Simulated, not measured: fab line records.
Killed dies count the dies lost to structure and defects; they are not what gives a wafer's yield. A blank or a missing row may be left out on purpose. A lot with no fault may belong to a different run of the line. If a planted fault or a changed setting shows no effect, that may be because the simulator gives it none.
Matching of chambers | flow n5Finfet | N5_GATE_CUT_PECVD_57 on pecvd-03: 3 sister chambers
The step deposits SiNx from SiH4/NH3/N2, target thk 21 nm. 14 wafers are shown with their chamber, then 7 later ones without.

== WAFERS WITH THEIR CHAMBER ==
wafer  | chamber | throttleValvePct (%) | showerheadPlenumPTorr (Torr) | heaterPowerW (W)
L079.1 | 1       | 39.7                 | 5.18                         | 775
L079.5 | 1       | 39.8                 | 5.18                         | 764
L079.6 | 0       | 41.7                 | 5.06                         | 656
L085.2 | 2       | 39.0                 | 5.26                         | 769
L085.3 | 0       | 41.9                 | 5.04                         | 659
L085.4 | 2       | 38.8                 | 5.25                         | 778
L086.2 | 1       | 39.8                 | 5.18                         | 651
L086.3 | 0       | 41.7                 | 5.06                         | 711
L086.5 | 1       | 39.7                 | 5.19                         | 692
L089.3 | 1       | 39.8                 | 5.17                         | 703
L089.5 | 2       | 38.9                 | 5.26                         | 871
L089.6 | 1       | 39.4                 | 5.17                         | 719
L090.2 | 1       | 39.7                 | 5.16                         | 781
L090.5 | 1       | 39.7                 | 5.17                         | 775

SIGNATURES, as means of the wafers listed above
reading               | chamber 0 | chamber 1 | chamber 2 | scatter within a chamber
throttleValvePct      | 41.767    | 39.700    | 38.900    | 0.123
showerheadPlenumPTorr | 5.0533    | 5.1750    | 5.2567    | 0.00921
heaterPowerW          | 675.33    | 732.50    | 806.00    | 47.3
Rule: a wafer lies at a distance from a chamber equal to the root of the sum of squares, over the readings, of (its reading less the chamber's mean, divided by the reading's scatter). If the next closest chamber is less than 2 further off than the closest, the wafer can't be placed; otherwise it belongs to the closest. The scatter: take each reading less its chamber's mean, square it, sum over the shown wafers, divide by the number of wafers less the number of chambers, and take the root.

== WAFERS WITHOUT THEIR CHAMBER ==
wafer  | throttleValvePct (%) | showerheadPlenumPTorr (Torr) | heaterPowerW (W)
L090.6 | 41.8                 | 5.06                         | 709
L096.2 | 39.2                 | 5.25                         | 754
L096.4 | 41.4                 | 5.05                         | 723
L096.5 | 39.6                 | 5.17                         | 739
L097.1 | 39.2                 | 5.25                         | 795
L097.2 | 40.0                 | 5.17                         | 771
L097.5 | 39.0                 | 5.24                         | 786

== THE CHAMBER EACH PASSED THROUGH ==
wafer  | from the rows above | in truth
L090.6 | 0                   | 0
L096.2 | 2                   | 2
L096.4 | 0                   | 0
L096.5 | 1                   | 1
L097.1 | 2                   | 2
L097.2 | 1                   | 1
L097.5 | 2                   | 2
7 of 7 placed correctly. Number that these rows cannot place: 0. Number placed wrongly: 0.
